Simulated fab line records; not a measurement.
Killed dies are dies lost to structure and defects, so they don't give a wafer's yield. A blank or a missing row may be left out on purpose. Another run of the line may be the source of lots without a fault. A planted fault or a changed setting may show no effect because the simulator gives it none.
Which tool is to blame? || flow n5_finfet || route of 1938 steps, sampled at 1 step: 12 lots, 36 wafers

## WHAT THE GAUGES READ, wafer by wafer
N5_ILD0_THK_MEAS_08.
{"lot": "L075", "measured": "day 3 19:32", "on": "film_metro-01", "thk_nm (nm)": "139.1 139.5 139.2"}
{"lot": "L077", "measured": "day 4 10:33", "on": "film_metro-01", "thk_nm (nm)": "139.2 137.3 139.7"}
{"lot": "L079", "measured": "day 4 20:41", "on": "film_metro-02", "thk_nm (nm)": "138.1 139.5 139.3"}
{"lot": "L081", "measured": "day 5 12:31", "on": "film_metro-02", "thk_nm (nm)": "139.1 137.9 138.3"}
{"lot": "L083", "measured": "day 5 22:16", "on": "film_metro-02", "thk_nm (nm)": "138.7 139.5 137.7"}
{"lot": "L085", "measured": "day 6 09:31", "on": "film_metro-02", "thk_nm (nm)": "137.1 138.8 139.7"}
{"lot": "L087", "measured": "day 7 00:11", "on": "film_metro-02", "thk_nm (nm)": "139.2 139.8 140.2"}
{"lot": "L089", "measured": "day 7 19:00", "on": "film_metro-01", "thk_nm (nm)": "138.8 139.5 139.8"}
{"lot": "L091", "measured": "day 7 21:59", "on": "film_metro-01", "thk_nm (nm)": "138.0 139.8 139.0"}
{"lot": "L093", "measured": "day 8 07:23", "on": "film_metro-01", "thk_nm (nm)": "138.5 139.4 138.9"}
{"lot": "L095", "measured": "day 8 19:20", "on": "film_metro-01", "thk_nm (nm)": "138.5 138.6 138.0"}
{"lot": "L097", "measured": "day 9 07:34", "on": "film_metro-01", "thk_nm (nm)": "139.3 139.0 139.1"}

## TOOL THAT RAN EACH LOT (tool first, then ch and the chambers of the sampled wafers, then the start)
Before these readings, the record contains no process step.

## THE ANSWER, worked out from the rows above alone
Rule: what is usual is taken from the lots themselves. Put in order of their means at a reading, lots are off if they are a third of the lots or fewer, leave a main group of 4 or more, and stand apart from it by a gap of 3 or more times the standard deviation of the main group's means; of several such gaps the widest counts. A main group whose means are all the same, to the digits that the tables above print for the reading, isn't used. Also off: a lot with no number at a reading for which 4 or more lots have one. Any other lot the step has rows for is counted as sound.
None of the lots is off at any reading shown; this tells nothing.

## WHAT WAS PUT IN BY THE SIMULATOR
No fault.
